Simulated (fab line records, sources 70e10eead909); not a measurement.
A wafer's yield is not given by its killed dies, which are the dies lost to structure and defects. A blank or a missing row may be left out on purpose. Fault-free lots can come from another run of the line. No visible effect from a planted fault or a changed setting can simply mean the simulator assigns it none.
fab line records	flow nandHarc
record lots=13	wafers=39	lastDay=34
route steps=1302 shown HYBRID_BOND@1238 THIN_TSV@1293 END@1302
lots with no fault: from the same line, run without faults
startH: hours from the record's opening day to when the first of the lot's shown wafers began	waitH: hours from the lot's prior step to this one	" identical to the entry in the row above	L1.1+2: several wafers, shown together as one row	- no value, or no start given	* or withheld: withheld	< > ~ a bound
route shown NAME@n: names a module that has steps shown in the file, with the first one's number in the route	usual: mean/standard deviation of fault-free wafers	same: alike in all rows	chamber/n: place in a boat	sites: the reading at each site	_std_site: the standard deviation of these	_edge_site: outer sites' mean less inner sites'	radiusMm: for every site, how far away it sits from the centre of the wafer	mask NAME#n: copy n	behind: tool/chamber where the wafer was last shaped	hold: why the lot went on hold/how many hours it stayed there/how the hold came to an end	device: transistor that didn't switch, given as n, p or np	end of line: tests of these same wafers at the route's end	where a step has no rows: the recipe by itself	killed: at the first sort, the dies lost to defects and structure; wafer yield is something else	map: a wafer's dies, x killed, . not, _ none there
set.NAME: the run value of the setting; set.NAME@STEP: its run value at that earlier step	model.NAME: the simulator's own value behind a step, which no gauge read
route steps across a sampled set of lots; one table per step, one row per wafer
services: from which hour (startH, from the record's first day; less than 0 if before it) a tool's chamber was out of use, for how many hours, and why
## steps
# step NHARC_HYBRID_BOND_PRECLEAN_01
# recipe timeS=300	tempC=23	chemistry=DIW
lot.wafer	tool	chamber	startH	waitH
L284.2+3+5	wetBench-08	7,1,4	532.72	0.1
L285.1+2+4	wetBench-08	2,3,5	554.42	0.1
L287.1+2+5	wetBench-10	1,3,4	554.70	0.1
L288.5+3+1	wetBench-10	5,7,0	568.71	0.1
L289.1+3+5	wetBench-10	5,6,7	571.16	0.1
L295.4+6+3	wetBench-10	6,1,2	643.46	0.1
L296.3+5+1	wetBench-10	3,4,5	644.54	0.1
L297.1+5+2	wetBench-10	3,6,7	655.22	0.1
L301.4+2+3	wetBench-08	1,2,4	687.08	0.2
L300.3+6+1	wetBench-08	7,2,3	703.91	0.1
L305.2+3+1	wetBench-10	4,5,6	721.22	0.1
L304.5+6+2	wetBench-10	6,0,1	737.86	0.1
L307.2+3+6	wetBench-10	0,1,4	776.87	0.2
# step NHARC_THIN_TSV_DESCUM_35
# recipe timeS=3	o2FlowSccm=200	arFlowSccm=0	biasPowerW=0	chemistry=O2
# usual chamberPressureMTorr=60.01/0.057	drypumpMotorCurrentA=5.7/0.42	oesProductAu=1.003/0.0081	rfVppV=57.9/0.92	showerheadPlenumPTorr=1.91/0.076	throttleValvePct=11.312/0.0082
lot.wafer	tool	chamber	startH	waitH	chamberPressureMTorr	drypumpMotorCurrentA	oesProductAu	rfHoursCounterH	rfVppV	showerheadPlenumPTorr	throttleValvePct
L284.3	rieDiel-09	3	551.01	-	60.04	6.2	1.004	3.8	56.1	1.88	11.305
L284.2	"	0	"	"	60.01	5.9	1.001	3.6	57.0	1.99	11.318
L284.5	"	3	"	"	60.00	6.1	1.015	-	58.2	1.88	11.307
L285.4	rieDiel-09	3	572.54	-	60.04	6.1	0.996	5.2	58.6	1.88	11.313
L285.1	"	0	"	"	60.06	5.8	0.994	4.7	58.6	1.99	11.320
L285.2	"	1	"	"	59.99	5.9	1.010	4.7	57.9	1.85	11.313
L287.1	rieDiel-10	1	573.72	-	60.09	5.1	0.993	6.6	57.8	1.93	11.295
L287.2	"	2	"	"	59.88	5.9	1.002	6.7	58.0	1.79	11.313
L287.5	"	1	"	"	60.02	5.1	1.006	-	57.3	1.93	11.310
L288.1	rieDiel-07	0	585.27	-	60.06	5.2	0.987	5.7	59.3	2.04	11.308
L288.3	"	1	"	"	59.91	6.5	0.992	6.1	57.5	1.82	11.312
L288.5	"	3	"	"	60.03	5.8	1.001	-	57.9	2.05	11.313
L289.3	rieDiel-10	0	589.57	-	60.02	5.7	1.002	7.6	58.6	1.95	11.308
L289.1	"	1	"	"	60.03	5.1	1.009	7.7	57.7	1.93	11.314
L289.5	"	3	"	"	59.96	5.0	1.013	-	57.1	1.83	11.311
L295.4	rieDiel-10	1	662.05	-	60.01	5.1	0.999	2.6	57.1	1.93	11.303
L295.3	"	2	"	"	60.08	5.9	1.002	2.9	57.9	1.79	11.315
L295.6	"	1	"	"	60.02	5.1	1.005	-	58.3	1.93	11.305
L296.1	rieDiel-09	2	662.68	-	59.92	6.0	1.013	8.7	58.0	1.91	11.302
L296.3	"	2	"	"	59.95	6.0	1.005	-	58.3	1.91	11.313
L296.5	"	2	"	"	60.05	6.0	0.996	-	58.1	1.91	11.307
L297.2	rieDiel-10	0	673.03	-	60.02	5.7	1.007	3.3	58.7	1.95	11.325
L297.1	"	2	"	"	60.05	5.9	0.998	3.9	57.5	1.79	11.318
L297.5	"	1	"	"	59.97	5.1	1.013	-	57.9	1.93	11.297
L301.3	rieDiel-07	0	707.45	-	59.91	5.2	1.011	2.5	59.1	2.04	11.310
L301.4	"	1	"	"	59.96	6.6	1.002	3.1	56.8	1.82	11.307
L301.2	"	2	"	"	60.08	5.6	0.986	3.6	58.5	2.00	11.327
L300.3	rieDiel-07	1	723.19	-	60.06	6.6	1.006	3.7	57.3	1.82	11.319
L300.1	"	0	"	"	60.04	5.2	1.003	2.9	59.2	2.03	11.311
L300.6	"	1	"	"	59.92	6.6	0.988	-	57.8	1.82	11.317
L305.3	rieDiel-10	0	739.37	-	59.94	5.7	1.009	6.6	59.1	1.95	11.298
L305.1	"	1	"	"	59.95	5.1	1.012	6.0	57.4	1.93	11.294
L305.2	"	3	"	"	60.04	5.0	0.997	6.9	57.3	1.83	11.316
L304.2	rieDiel-10	1	763.53	-	60.11	5.1	1.010	6.9	58.0	1.93	11.304
L304.5	"	1	"	"	60.01	5.1	1.023	-	58.0	1.93	11.329
L304.6	"	2	"	"	60.09	5.9	1.013	-	57.3	1.79	11.307
L307.2	rieDiel-09	1	796.91	-	60.06	5.9	0.983	9.5	57.4	1.85	11.298
L307.3	"	2	"	"	59.92	6.0	1.001	7.3	57.6	1.91	11.302
L307.6	"	1	"	"	60.01	5.8	0.991	-	57.5	1.85	11.313
# step NHARC_THIN_TSV_ETCH_59
# recipe targetDepthA=8800	icpW=900	biasW=100	Cl2_flow_sccm=60	bcl3FlowSccm=30	timeS=138.1	chemistry=Cl2/BCl3
# usual chamberPressureMTorr=9.999/0.0096	drypumpMotorCurrentA=5.9/0.34	mfcCl2Sccm=59.99/0.16	oesProductAu=1.002/0.0073	throttleValvePct=22.265/0.009
lot.wafer	tool	chamber	startH	waitH	chamberPressureMTorr	drypumpMotorCurrentA	mfcCl2Sccm	oesProductAu	rfHoursCounterH	throttleValvePct
L284.2	rieMetal-03	0	551.17	0.1	10.009	6.6	59.73	1.008	0.5	22.267
L284.3	"	0	"	"	9.980	6.6	59.75	1.016	-	22.246
L284.5	"	0	"	"	10.000	6.6	60.13	1.015	-	22.268
L285.1	rieMetal-03	1	572.67	0.1	10.008	5.6	60.00	1.008	1.0	22.252
L285.2	"	0	"	"	10.003	6.6	60.06	1.013	1.0	22.251
L285.4	"	0	"	"	9.985	6.6	59.96	1.013	-	22.273
L287.1	rieMetal-02	0	573.83	0.1	9.987	5.9	59.95	1.000	1.7	22.275
L287.2	"	1	"	"	10.006	5.7	60.07	1.003	1.7	22.253
L287.5	"	1	"	"	9.990	5.7	59.92	1.008	-	22.256
L288.1	rieMetal-02	0	585.38	0.1	10.003	5.9	59.97	0.989	1.9	22.261
L288.3	"	0	"	"	9.990	5.9	59.84	0.993	-	22.264
L288.5	"	0	"	"	10.012	5.9	60.07	0.992	-	22.279
L289.1	rieMetal-02	1	589.67	0.1	9.994	5.7	60.14	0.998	2.1	22.271
L289.3	"	1	"	"	9.998	5.7	60.05	1.002	-	22.248
L289.5	"	1	"	"	10.013	5.7	59.99	1.006	-	22.272
L295.4	rieMetal-02	0	662.25	0.2	10.005	5.9	59.91	0.983	-	22.266
L295.3	"	1	"	"	10.003	5.7	60.20	1.004	-	22.269
L295.6	"	1	"	"	10.019	5.7	60.10	0.999	-	22.265
L296.1	rieMetal-03	0	662.86	0.2	9.995	6.6	60.25	1.008	2.5	22.265
L296.3	"	1	"	"	10.011	5.5	60.10	1.005	-	22.259
L296.5	"	1	"	"	10.003	5.6	60.18	0.997	-	22.269
L297.2	rieMetal-01	1	673.15	0.1	10.021	5.7	59.73	0.994	1.4	22.282
L297.1	"	0	"	"	9.993	6.1	59.84	0.998	1.4	22.266
L297.5	"	0	"	"	10.011	6.1	59.91	1.000	-	22.270
L301.2	rieMetal-01	0	707.58	0.1	9.979	6.1	60.01	1.011	2.1	22.261
L301.3	"	0	"	"	10.003	6.1	60.00	0.995	-	22.260
L301.4	"	1	"	"	9.986	5.7	59.95	1.003	-	22.280
L300.1	rieMetal-01	1	723.36	0.1	9.987	5.7	60.05	1.003	2.3	22.265
L300.3	"	1	"	"	9.998	5.7	59.93	0.990	-	22.264
L300.6	"	0	"	"	9.996	6.1	60.03	0.999	-	22.265
L305.1	rieMetal-02	0	739.50	0.1	10.002	5.9	59.97	0.991	2.0	22.259
L305.2	"	1	"	"	9.998	5.7	60.13	1.005	2.0	22.277
L305.3	"	0	"	"	10.012	5.9	60.02	0.999	-	22.247
L304.2	rieMetal-02	0	763.73	0.2	10.001	5.9	59.80	0.995	2.5	22.262
L304.5	"	0	"	"	10.018	5.9	60.10	0.995	-	22.263
L304.6	"	1	"	"	9.994	5.7	60.06	0.996	-	22.262
L307.2	rieMetal-03	0	797.02	0.1	9.999	6.6	60.38	1.010	1.5	22.265
L307.3	"	1	"	"	10.009	5.6	59.85	1.009	-	22.270
L307.6	"	0	"	"	9.998	6.6	59.93	1.010	-	22.247
# step NHARC_END_SORT_01
# recipe tempC=25
# usual defectLimitedYield=90.1/2.4	killedAtArray=62/16	killedAtOther=0.8/1.1	killedAtPeriphery=4/3.2	killedDies=67/16	killedOpen=3.5/1.9	killedShort=2.1/1.5
# same grossDies=677
lot.wafer	tool	chamber	startH	waitH	defectLimitedYield[%]	killedAtArray	killedAtOther	killedAtPeriphery	killedDies	killedOpen	killedShort
L284.2	prober-02	0	560.78	2.8	90.7	58	4	1	63	5	4
L284.3	prober-02	0	561.58	3.1	92.2	49	2	2	53	4	2
L284.5	prober-02	0	563.19	3.7	92.3	52	0	0	52	2	2
L285.1	prober-01	0	582.80	2.5	88.9	71	0	4	75	4	3
L285.2	prober-01	0	583.60	2.8	90.1	60	3	4	67	3	1
L285.4	prober-01	0	585.19	3.4	88.5	64	1	13	78	1	0
L287.1	prober-02	0	582.81	2.5	86.3	87	0	6	93	5	3
L287.2	prober-02	0	583.62	2.8	86.0	90	0	5	95	4	6
L287.5	prober-02	0	586.05	3.7	87.7	68	0	15	83	2	5
L288.1	prober-01	0	594.14	2.5	86.9	85	0	4	89	3	2
L288.3	prober-01	0	595.73	3.1	86.4	87	0	5	92	6	0
L288.5	prober-01	0	597.33	3.7	86.9	86	0	3	89	8	3
L289.1	prober-02	0	601.88	2.5	95.0	32	0	2	34	5	3
L289.3	prober-02	0	603.49	3.1	95.1	32	0	1	33	1	2
L289.5	prober-02	0	605.11	3.7	94.2	35	0	4	39	5	2
L296.1	prober-02	0	672.22	2.5	76.5	69	88	2	159	3	0
L296.3	prober-02	0	673.82	3.1	75.8	69	93	2	164	5	3
L296.5	prober-02	0	675.42	3.7	81.5	67	54	4	125	2	1
L295.3	prober-01	0	681.58	3.1	92.8	44	2	3	49	1	2
L295.4	prober-01	0	682.37	3.4	90.7	53	0	10	63	3	2
L295.6	prober-01	0	683.96	4.0	92.0	46	0	8	54	2	0
L297.1	prober-02	0	682.39	2.5	77.3	45	99	10	154	5	2
L297.2	prober-02	0	683.19	2.8	81.5	56	68	1	125	4	1
L297.5	prober-02	0	685.56	3.7	85.1	46	49	6	101	2	0
L301.2	prober-02	0	717.76	2.8	87.7	80	1	2	83	5	1
L301.3	prober-02	0	718.57	3.1	87.6	81	0	3	84	3	3
L301.4	prober-02	0	719.38	3.4	87.3	83	0	3	86	6	2
L300.1	prober-01	0	732.24	2.5	87.4	78	0	7	85	6	2
L300.3	prober-01	0	733.85	3.1	86.9	84	0	5	89	0	0
L300.6	prober-01	0	736.26	4.0	85.4	94	0	5	99	3	4
L305.1	prober-02	0	748.35	2.5	90.0	62	1	5	68	7	2
L305.2	prober-02	0	749.15	2.8	89.7	65	1	4	70	2	0
L305.3	prober-02	0	749.95	3.1	89.8	63	0	6	69	7	1
L304.2	prober-02	0	773.44	2.8	88.6	67	0	10	77	1	2
L304.5	prober-02	0	775.82	3.7	86.4	88	1	3	92	6	3
L304.6	prober-02	0	776.62	4.0	86.6	87	0	4	91	2	3
L307.2	prober-01	0	806.57	2.8	91.4	58	0	0	58	2	2
L307.3	prober-01	0	807.38	3.1	90.1	63	0	4	67	2	4
L307.6	prober-01	0	809.78	4.0	92.6	45	2	3	50	6	1
# killed by level:class
L284.2 A_CHANNEL_HOLE_D2:chamberFilmFlake=34 A_CONTACT:chamberFilmFlake=4 THIN_TSV:chamberFilmFlake=4 A_ZERO_WELL:chamberFilmFlake=3 A_STAIRCASE:chamberFilmFlake=3 A_WL_FILL:chamberFilmFlake=3 A_CHANNEL_FILL_D2:geometricParticle:open=2 A_CHANNEL_HOLE_D1:chamberFilmFlake=2
L284.3 A_CHANNEL_HOLE_D2:chamberFilmFlake=28 A_CONTACT:chamberFilmFlake=6 A_CHANNEL_HOLE_D1:chamberFilmFlake=5 A_STAIRCASE:chamberFilmFlake=3 A_CHANNEL_FILL_D1:geometricParticle:open=1 A_CHANNEL_FILL_D2:geometricParticle:short=1 A_SGD_CUT:geometricParticle:short=1 A_SGD_CUT:geometricParticle:open=1
L284.5 A_CHANNEL_HOLE_D2:chamberFilmFlake=32 A_CONTACT:chamberFilmFlake=7 A_WL_FILL:chamberFilmFlake=3 A_ZERO_WELL:chamberFilmFlake=2 A_DECK1_JOINT:chamberFilmFlake=2 A_CHANNEL_FILL_D1:geometricParticle:short=1 A_ONON_D2:geometricParticle:open=1 A_WL_FILL:geometricParticle:short=1
L285.1 A_CHANNEL_HOLE_D1:chamberFilmFlake=30 A_SLIT:chamberFilmFlake=17 A_CHANNEL_HOLE_D2:chamberFilmFlake=6 A_STAIRCASE:chamberFilmFlake=6 A_WL_FILL:chamberFilmFlake=3 A_CONTACT:chamberFilmFlake=2 P_CONTACT:geometricParticle:short=1 P_M2:geometricParticle:open=1
L287.1 A_CHANNEL_HOLE_D2:chamberFilmFlake=35 A_CHANNEL_HOLE_D1:chamberFilmFlake=33 P_GATE:chamberFilmFlake=4 A_CONTACT:chamberFilmFlake=4 A_STAIRCASE:chamberFilmFlake=3 P_M1:chamberFilmFlake=2 A_WL_FILL:chamberFilmFlake=2 A_ONON_D1:geometricParticle:open=1
L285.2 A_CHANNEL_HOLE_D1:chamberFilmFlake=28 A_SLIT:chamberFilmFlake=21 A_CHANNEL_HOLE_D2:chamberFilmFlake=3 P_M1:chamberFilmFlake=2 A_STAIRCASE:chamberFilmFlake=2 A_CONTACT:chamberFilmFlake=2 THIN_TSV:chamberFilmFlake=2 P_CONTACT:geometricParticle:open=1
L287.2 A_CHANNEL_HOLE_D1:chamberFilmFlake=38 A_CHANNEL_HOLE_D2:chamberFilmFlake=32 A_STAIRCASE:chamberFilmFlake=5 P_GATE:chamberFilmFlake=3 A_WL_FILL:chamberFilmFlake=3 A_CHANNEL_FILL_D1:chamberFilmFlake=2 P_M2:geometricParticle:short=1 A_CHANNEL_FILL_D1:geometricParticle:open=1
L285.4 A_CHANNEL_HOLE_D1:chamberFilmFlake=33 A_SLIT:chamberFilmFlake=18 P_M1:chamberFilmFlake=10 A_CHANNEL_HOLE_D2:chamberFilmFlake=5 A_CONTACT:chamberFilmFlake=4 P_STI:chamberFilmFlake=2 A_STAIRCASE:chamberFilmFlake=2 A_ONON_D2:geometricParticle:open=1
L287.5 A_CHANNEL_HOLE_D1:chamberFilmFlake=29 A_CHANNEL_HOLE_D2:chamberFilmFlake=28 P_M1:chamberFilmFlake=5 P_ZERO_WELL:chamberFilmFlake=3 P_STI:chamberFilmFlake=3 P_GATE:chamberFilmFlake=3 A_STAIRCASE:chamberFilmFlake=3 A_CONTACT:chamberFilmFlake=2
L288.1 A_CHANNEL_HOLE_D1:chamberFilmFlake=33 A_SLIT:chamberFilmFlake=23 A_CHANNEL_HOLE_D2:chamberFilmFlake=11 A_CONTACT:chamberFilmFlake=8 P_STI:chamberFilmFlake=3 A_CHANNEL_FILL_D2:chamberFilmFlake=3 A_ONON_D1:geometricParticle:open=1 A_ONON_D2:geometricParticle:short=1
L288.3 A_CHANNEL_HOLE_D1:chamberFilmFlake=37 A_SLIT:chamberFilmFlake=24 A_CHANNEL_HOLE_D2:chamberFilmFlake=9 A_CONTACT:chamberFilmFlake=5 P_STI:chamberFilmFlake=3 A_STAIRCASE:chamberFilmFlake=3 A_CHANNEL_FILL_D2:chamberFilmFlake=3 P_CONTACT:geometricParticle:open=2
L288.5 A_CHANNEL_HOLE_D1:chamberFilmFlake=31 A_SLIT:chamberFilmFlake=20 A_CHANNEL_HOLE_D2:chamberFilmFlake=11 A_CONTACT:chamberFilmFlake=4 A_M1:chamberFilmFlake=4 A_ONON_D1:geometricParticle:open=2 A_WL_FILL:geometricParticle:open=2 A_CHANNEL_FILL_D1:chamberFilmFlake=2
L289.1 A_STAIRCASE:chamberFilmFlake=9 A_CHANNEL_HOLE_D2:chamberFilmFlake=8 A_CHANNEL_HOLE_D1:chamberFilmFlake=5 A_CONTACT:geometricParticle:short=2 A_CONTACT:chamberFilmFlake=2 P_CONTACT:geometricParticle:open=1 P_M0:geometricParticle:open=1 A_CHANNEL_HOLE_D1:geometricParticle:short=1
L289.3 A_CHANNEL_HOLE_D2:chamberFilmFlake=10 A_STAIRCASE:chamberFilmFlake=6 A_CHANNEL_HOLE_D1:chamberFilmFlake=4 A_CHANNEL_FILL_D2:chamberFilmFlake=3 A_CONTACT:chamberFilmFlake=3 A_ONON_D2:geometricParticle:short=1 A_CHANNEL_FILL_D2:geometricParticle:short=1 A_SGD_CUT:geometricParticle:open=1
L289.5 A_CHANNEL_HOLE_D2:chamberFilmFlake=13 A_STAIRCASE:chamberFilmFlake=7 A_SLIT:chamberFilmFlake=2 A_CONTACT:chamberFilmFlake=2 P_CONTACT:geometricParticle:open=1 P_M1:geometricParticle:open=1 A_ONON_D1:geometricParticle:open=1 A_CHANNEL_FILL_D1:geometricParticle:open=1
L296.1 HYBRID_BOND:unspecified=87 A_SLIT:chamberFilmFlake=33 A_CHANNEL_HOLE_D2:chamberFilmFlake=19 A_CHANNEL_HOLE_D1:chamberFilmFlake=7 A_BONDPAD:chamberFilmFlake=3 A_ONON_D2:geometricParticle:open=2 A_CONTACT:chamberFilmFlake=2 A_DECK1_JOINT:geometricParticle:open=1
L296.3 HYBRID_BOND:unspecified=92 A_SLIT:chamberFilmFlake=30 A_CHANNEL_HOLE_D2:chamberFilmFlake=28 A_SOURCE_PLATE:geometricParticle:open=2 A_DECK1_JOINT:chamberFilmFlake=2 P_CONTACT:geometricParticle:open=1 P_M0:geometricParticle:open=1 A_CHANNEL_FILL_D1:geometricParticle:short=1
L296.5 HYBRID_BOND:unspecified=53 A_SLIT:chamberFilmFlake=35 A_CHANNEL_HOLE_D2:chamberFilmFlake=20 A_CHANNEL_HOLE_D1:chamberFilmFlake=7 P_CONTACT:geometricParticle:short=1 P_M1:geometricParticle:open=1 A_ONON_D2:geometricParticle:open=1 P_GATE:chamberFilmFlake=1
L295.3 A_CHANNEL_HOLE_D1:chamberFilmFlake=32 A_CONTACT:chamberFilmFlake=5 P_GATE:chamberFilmFlake=2 A_STAIRCASE:chamberFilmFlake=2 THIN_TSV:chamberFilmFlake=2 A_ONON_D1:geometricParticle:open=1 A_ONON_D1:geometricParticle:short=1 A_M1:geometricParticle:short=1
L295.4 A_CHANNEL_HOLE_D1:chamberFilmFlake=36 P_GATE:chamberFilmFlake=5 A_CONTACT:chamberFilmFlake=5 A_BONDPAD:chamberFilmFlake=4 P_STI:chamberFilmFlake=3 A_SGD_CUT:geometricParticle:open=1 A_WL_FILL:geometricParticle:short=1 A_WL_FILL:geometricParticle:open=1
L297.1 HYBRID_BOND:unspecified=99 A_CHANNEL_HOLE_D1:chamberFilmFlake=32 P_GATE:chamberFilmFlake=7 A_CONTACT:chamberFilmFlake=3 A_SLIT:chamberFilmFlake=2 A_WL_FILL:chamberFilmFlake=2 P_CONTACT:geometricParticle:open=1 A_ONON_D1:geometricParticle:short=1
L297.2 HYBRID_BOND:unspecified=68 A_CHANNEL_HOLE_D1:chamberFilmFlake=37 A_CONTACT:chamberFilmFlake=7 A_SLIT:chamberFilmFlake=5 A_CHANNEL_FILL_D1:geometricParticle:open=3 A_CHANNEL_HOLE_D2:geometricParticle:short=1 A_BLC:geometricParticle:open=1 P_GATE:chamberFilmFlake=1
L295.6 A_CHANNEL_HOLE_D1:chamberFilmFlake=31 P_STI:chamberFilmFlake=4 P_GATE:chamberFilmFlake=4 A_WL_FILL:chamberFilmFlake=4 A_BONDPAD:chamberFilmFlake=3 A_CONTACT:chamberFilmFlake=2 A_SLIT:chamberFilmFlake=2 A_ONON_D2:geometricParticle:open=1
L297.5 HYBRID_BOND:unspecified=49 A_CHANNEL_HOLE_D1:chamberFilmFlake=33 A_CONTACT:chamberFilmFlake=5 A_SLIT:chamberFilmFlake=3 P_GATE:chamberFilmFlake=2 P_M2:chamberFilmFlake=2 A_STAIRCASE:chamberFilmFlake=2 P_GATE:geometricParticle:open=1
L301.2 A_SLIT:chamberFilmFlake=32 A_CHANNEL_HOLE_D2:chamberFilmFlake=19 A_CHANNEL_HOLE_D1:chamberFilmFlake=18 A_CONTACT:chamberFilmFlake=4 A_ONON_D2:geometricParticle:open=2 P_M2:geometricParticle:open=1 A_ONON_D1:geometricParticle:short=1 A_CHANNEL_FILL_D1:geometricParticle:open=1
L301.3 A_SLIT:chamberFilmFlake=36 A_CHANNEL_HOLE_D2:chamberFilmFlake=25 A_CHANNEL_HOLE_D1:chamberFilmFlake=8 A_WL_FILL:chamberFilmFlake=4 P_STI:chamberFilmFlake=2 A_CONTACT:chamberFilmFlake=2 P_M0:geometricParticle:short=1 A_ONON_D1:geometricParticle:open=1
L301.4 A_SLIT:chamberFilmFlake=34 A_CHANNEL_HOLE_D2:chamberFilmFlake=21 A_CHANNEL_HOLE_D1:chamberFilmFlake=8 A_CONTACT:chamberFilmFlake=5 A_WL_FILL:chamberFilmFlake=3 A_CHANNEL_FILL_D1:geometricParticle:open=2 A_DECK1_JOINT:chamberFilmFlake=2 A_STAIRCASE:chamberFilmFlake=2
L300.1 A_CHANNEL_HOLE_D1:chamberFilmFlake=39 A_SLIT:chamberFilmFlake=29 P_CONTACT:chamberFilmFlake=3 A_M0:geometricParticle:open=2 P_GATE:chamberFilmFlake=2 A_WL_FILL:chamberFilmFlake=2 P_CONTACT:geometricParticle:open=1 P_M0:geometricParticle:short=1
L300.3 A_CHANNEL_HOLE_D1:chamberFilmFlake=40 A_SLIT:chamberFilmFlake=36 P_CONTACT:chamberFilmFlake=4 A_CHANNEL_FILL_D2:chamberFilmFlake=2 A_BLC:chamberFilmFlake=2 P_ZERO_WELL:chamberFilmFlake=1 A_DECK1_JOINT:chamberFilmFlake=1 A_CHANNEL_HOLE_D2:chamberFilmFlake=1
L300.6 A_CHANNEL_HOLE_D1:chamberFilmFlake=39 A_SLIT:chamberFilmFlake=34 A_BLC:chamberFilmFlake=5 A_CONTACT:chamberFilmFlake=4 P_GATE:chamberFilmFlake=3 A_ONON_D2:geometricParticle:open=2 A_WL_FILL:geometricParticle:short=2 P_CONTACT:chamberFilmFlake=2
L305.1 A_CHANNEL_HOLE_D2:chamberFilmFlake=22 A_CHANNEL_HOLE_D1:chamberFilmFlake=15 A_SLIT:chamberFilmFlake=6 A_CONTACT:chamberFilmFlake=4 A_STAIRCASE:chamberFilmFlake=4 A_ONON_D1:geometricParticle:open=3 P_GATE:chamberFilmFlake=3 A_WL_FILL:chamberFilmFlake=2
L305.2 A_CHANNEL_HOLE_D2:chamberFilmFlake=27 A_CHANNEL_HOLE_D1:chamberFilmFlake=17 A_CONTACT:chamberFilmFlake=7 A_SLIT:chamberFilmFlake=4 P_GATE:chamberFilmFlake=4 A_STAIRCASE:chamberFilmFlake=4 A_CHANNEL_FILL_D1:chamberFilmFlake=2 A_CHANNEL_FILL_D1:geometricParticle:open=1
L305.3 A_CHANNEL_HOLE_D2:chamberFilmFlake=26 A_CHANNEL_HOLE_D1:chamberFilmFlake=16 A_STAIRCASE:chamberFilmFlake=5 A_WL_FILL:chamberFilmFlake=3 A_CONTACT:chamberFilmFlake=3 P_CONTACT:geometricParticle:open=2 A_CHANNEL_FILL_D1:chamberFilmFlake=2 A_SLIT:chamberFilmFlake=2
L304.2 A_SLIT:chamberFilmFlake=31 A_CHANNEL_HOLE_D2:chamberFilmFlake=20 A_CONTACT:chamberFilmFlake=7 P_ZERO_WELL:chamberFilmFlake=6 P_BONDPAD:chamberFilmFlake=4 A_STAIRCASE:chamberFilmFlake=3 A_CHANNEL_HOLE_D1:unspecified=2 A_SOURCE_PLATE:geometricParticle:short=1
L304.5 A_SLIT:chamberFilmFlake=40 A_CHANNEL_HOLE_D2:chamberFilmFlake=26 A_CONTACT:chamberFilmFlake=8 A_CHANNEL_FILL_D2:chamberFilmFlake=2 A_STAIRCASE:chamberFilmFlake=2 P_M1:geometricParticle:short=1 A_ONON_D1:geometricParticle:open=1 A_CHANNEL_HOLE_D1:geometricParticle:short=1
L304.6 A_SLIT:chamberFilmFlake=35 A_CHANNEL_HOLE_D2:chamberFilmFlake=32 A_CONTACT:chamberFilmFlake=11 P_BONDPAD:chamberFilmFlake=2 A_ONON_D1:geometricParticle:short=1 A_CHANNEL_FILL_D2:geometricParticle:short=1 A_CHANNEL_FILL_D2:geometricParticle:open=1 A_SLIT:geometricParticle:short=1
L307.2 A_SLIT:chamberFilmFlake=29 A_CHANNEL_HOLE_D1:chamberFilmFlake=10 A_WL_FILL:chamberFilmFlake=5 A_CONTACT:chamberFilmFlake=4 A_M0:geometricParticle:open=2 A_CHANNEL_HOLE_D2:chamberFilmFlake=2 A_CHANNEL_HOLE_D1:geometricParticle:short=1 A_CHANNEL_FILL_D1:geometricParticle:short=1
L307.3 A_SLIT:chamberFilmFlake=32 A_CHANNEL_HOLE_D1:chamberFilmFlake=17 A_STAIRCASE:chamberFilmFlake=3 P_GATE:chamberFilmFlake=2 A_WL_FILL:chamberFilmFlake=2 A_CONTACT:chamberFilmFlake=2 A_CHANNEL_FILL_D1:geometricParticle:short=1 A_DECK1_JOINT:geometricParticle:open=1
L307.6 A_SLIT:chamberFilmFlake=23 A_CHANNEL_HOLE_D1:chamberFilmFlake=12 A_M0:geometricParticle:open=2 THIN_TSV:chamberFilmFlake=2 A_WL_FILL:chamberFilmFlake=2 P_CONTACT:geometricParticle:short=1 A_SOURCE_PLATE:geometricParticle:open=1 A_CHANNEL_FILL_D1:geometricParticle:open=1
## services
tool	chamber	startH	hours	kind
rieDiel-09	2	508.98	7.0	repair
rieDiel-09	2	518.01	10.8	repair
rieMetal-03	-	519.00	9.0	pm
rieDiel-10	0	524.81	7.0	repair
rieMetal-03	-	573.50	1.8	repair
rieMetal-03	1	582.56	2.2	repair
wetBench-10	-	586.94	1.6	repair
rieDiel-10	-	596.54	9.0	pm
rieDiel-09	0	620.80	4.8	repair
rieMetal-02	-	631.00	9.0	pm
rieDiel-09	1	644.60	31.6	repair
wetBench-08	-	646.40	8.0	pm
rieDiel-09	3	660.25	8.4	repair
wetBench-10	-	663.20	8.0	pm
rieDiel-09	-	674.10	9.0	pm
rieMetal-03	-	696.00	9.0	pm
wetBench-10	-	707.06	7.5	repair
rieDiel-09	2	712.30	19.0	repair
rieDiel-10	1	713.57	7.9	repair
rieDiel-09	-	741.07	0.8	repair
rieDiel-10	0	744.14	3.6	repair
rieDiel-10	3	759.96	4.0	repair
rieDiel-10	0	760.40	13.6	repair
rieDiel-10	-	773.54	9.0	pm
## key
firstSign step=NHARC_END_SORT_01	reading=killedAtOther	direction=up	sigmas=65	usual=0.8	struck=75.2
effect step=NHARC_END_SORT_01	reading=killedDies	direction=up	sigmas=4.3	usual=67	struck=138
moreKillsBornAt NHARC_HYBRID_BOND_PRECLEAN_01@wetBench-10=448
metAt NHARC_HYBRID_BOND_PRECLEAN_01
struckLots L296,L297
notActingAt NHARC_THIN_TSV_DESCUM_35,NHARC_THIN_TSV_ETCH_59
onsetBetween 643.46 644.54
fault kind=chamberParticleSource	tool=wetBench-10	chamber=-	onsetH=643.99	steps=NHARC_HYBRID_BOND_PRECLEAN_01	ratePerVisitCm2=0.93368	endH=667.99
